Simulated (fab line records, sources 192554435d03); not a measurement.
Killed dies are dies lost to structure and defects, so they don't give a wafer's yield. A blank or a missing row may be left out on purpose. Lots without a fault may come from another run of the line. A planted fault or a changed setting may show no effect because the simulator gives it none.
Split-lot experiment | flow n5_finfet | 7 lots, 21 wafers read, on a route of 1938 steps

THE SPLIT
At N5_MOL_CONTACT_COAG_COAT_64 (time 60 s, resist thk 10 nm), the setting spin_rpm was moved away from the recipe's 1500 rpm on 8 of the 21 wafers read, by -9.2% to +5.4%. The other wafers ran this setting at the recipe's value.

FROM THE SPLIT TO THE READING: what the file shows between them, 6 steps
- N5_MOL_CONTACT_COAG_COAT_34: resist thk 40 nm
- N5_MOL_CONTACT_COAG_EBR_36
- N5_MOL_CONTACT_COAG_DESCUM_45: chemistry O2, time 7 s
- N5_MOL_CONTACT_COAG_ETCH_65: etches underlayer in N2/H2, target depth 13 nm, time 10.4 s
- N5_MOL_CONTACT_COAG_ETCH_66: etches SiARC in CF4, target depth 13 nm, time 21.7 s
- N5_MOL_CONTACT_COAG_ALD_133: deposits SiO2, target thk 5 nm, pulse time 1 s, co reactant pulse time 1 s

THE READING
CAR-EUV_of_MOL_CONTACT_COAG_COAT_34.thk_nm (the simulator's own value, which no gauge read), in nm, at N5_MOL_CONTACT_COAG_ETCHBACK_134 (etches SiO2 in CHF3, target depth 10 nm, time 6.7 s). The file gives no usual value for it. The 13 wafers here that ran the recipe average 15.5 nm, standard deviation 0.12 nm.

wafer  | tool, chamber at the split | spin_rpm as run, rpm | against the recipe | CAR-EUV_of_MOL_CONTACT_COAG_COAT_34.thk_nm, nm | against lot-mates on the recipe
L075.2 | litho_track-05, 0          | 1414                 | -5.7%              | 15.4                                           | -0.4
L075.5 | litho_track-05, 0          | 1414                 | -5.7%              | 15.4                                           | -0.4
L075.4 | litho_track-05, 0          | 1500                 | recipe             | 15.8                                           | -
L081.4 | litho_track-05, 0          | 1500                 | recipe             | 15.6                                           | -
L081.5 | litho_track-05, 0          | 1500                 | recipe             | 15.6                                           | -
L081.6 | litho_track-05, 0          | 1394                 | -7.1%              | 15.2                                           | -0.4
L082.2 | litho_track-02, 0          | 1500                 | recipe             | 15.6                                           | -
L082.3 | litho_track-02, 0          | 1500                 | recipe             | 15.6                                           | -
L082.6 | litho_track-02, 0          | 1362                 | -9.2%              | 15                                             | -0.6
L085.1 | litho_track-01, 0          | 1581                 | +5.4%              | 15.8                                           | +0.4
L085.2 | litho_track-01, 0          | 1581                 | +5.4%              | 15.6                                           | +0.2
L085.5 | litho_track-01, 0          | 1500                 | recipe             | 15.4                                           | -
L088.2 | litho_track-02, 0          | 1500                 | recipe             | 15.6                                           | -
L088.5 | litho_track-02, 0          | 1568                 | +4.5%              | 15.6                                           | +0.0
L088.6 | litho_track-02, 0          | 1568                 | +4.5%              | 15.8                                           | +0.2
L093.2 | litho_track-01, 0          | 1500                 | recipe             | 15.4                                           | -
L093.4 | litho_track-01, 0          | 1500                 | recipe             | 15.4                                           | -
L093.6 | litho_track-01, 0          | 1500                 | recipe             | 15.6                                           | -
L095.1 | litho_track-02, 0          | 1500                 | recipe             | 15.4                                           | -
L095.4 | litho_track-02, 0          | 1500                 | recipe             | 15.4                                           | -
L095.3 | litho_track-02, 0          | 1500                 | recipe             | 15.6                                           | -

THE FIT
A straight line over all 21 wafers: CAR-EUV_of_MOL_CONTACT_COAG_COAT_34.thk_nm changes by +0.0403 nm for each +1% of spin_rpm; r = +0.79; the points scatter about the line by 0.12 nm.
The same after taking each lot's own level away (the mean of its wafers on the recipe; 21 wafers): +0.0563 nm for each +1%; r = +0.93; scatter 0.087 nm.
On that fit, the largest move of spin_rpm shifts the reading by 0.52 nm.
The lots' own levels span 15.40 to 15.80 nm, that is 3.3 times the standard deviation above.
So the lot-to-lot level blurs the effect unless lot-mates are compared.
Check: with one of the wafers moved furthest among these (-9.2%) left out of the fit, the line predicts -0.519 nm for it against its lot-mates. It came out at -0.6 nm against them.

OTHER SPLITS ON THESE WAFERS
These wafers also went through other splits before the reading. Each is held against what the fit with the lots' levels taken away leaves over:
other split on the same wafers         | wafers away from the commonest value | r with CAR-EUV_of_MOL_CONTACT_COAG_COAT_34.thk_nm (lot level and that fit taken away)
N5_HKMG_FIN_EXPOSE_46 dose_mj          | 8                                    | -0.04
N5_HKMG_FIN_ETCH_54 bias_w             | 5                                    | -0.11
N5_GATE_CUT_COAT_35 spin_rpm           | 7                                    | -0.20
N5_MOL_CONTACT_COAG_ETCH_110 source_w  | 14                                   | -0.03
N5_MOL_CONTACT_COAG_VIA_ETCH_46 bias_w | 10                                   | +0.41

THE WHOLE CHAIN: every reading that the file lists as answering this split, in the file's order
step                             | what it does                                                | reading                                                                                        | change (the file's fit)                | r (the file's)
N5_MOL_CONTACT_COAG_COAT_64      | time 60 s, resist thk 10 nm                                 | underlayer_of_MOL_CONTACT_COAG_COAT_64.thk_nm (the simulator's own value, which no gauge read) | -0.047 nm for each +1% of the setting  | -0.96
N5_MOL_CONTACT_COAG_ETCH_65      | etches underlayer in N2/H2, target depth 13 nm, time 10.4 s | CAR-EUV_of_MOL_CONTACT_COAG_COAT_34.thk_nm (the simulator's own value, which no gauge read)    | +0.0642 nm for each +1% of the setting | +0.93
N5_MOL_CONTACT_COAG_ETCH_65      | etches underlayer in N2/H2, target depth 13 nm, time 10.4 s | etch.depth_nm (the simulator's own value, which no gauge read)                                 | -0.05 nm for each +1% of the setting   | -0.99
N5_MOL_CONTACT_COAG_ETCH_66      | etches SiARC in CF4, target depth 13 nm, time 21.7 s        | CAR-EUV_of_MOL_CONTACT_COAG_COAT_34.thk_nm (the simulator's own value, which no gauge read)    | +0.0606 nm for each +1% of the setting | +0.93
N5_MOL_CONTACT_COAG_ETCHBACK_134 | etches SiO2 in CHF3, target depth 10 nm, time 6.7 s         | CAR-EUV_of_MOL_CONTACT_COAG_COAT_34.thk_nm (the simulator's own value, which no gauge read)    | +0.0585 nm for each +1% of the setting | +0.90

THE FILE'S OWN FIT
CAR-EUV_of_MOL_CONTACT_COAG_COAT_34.thk_nm changes by +0.0585 nm for each +1% of spin_rpm, r = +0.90.
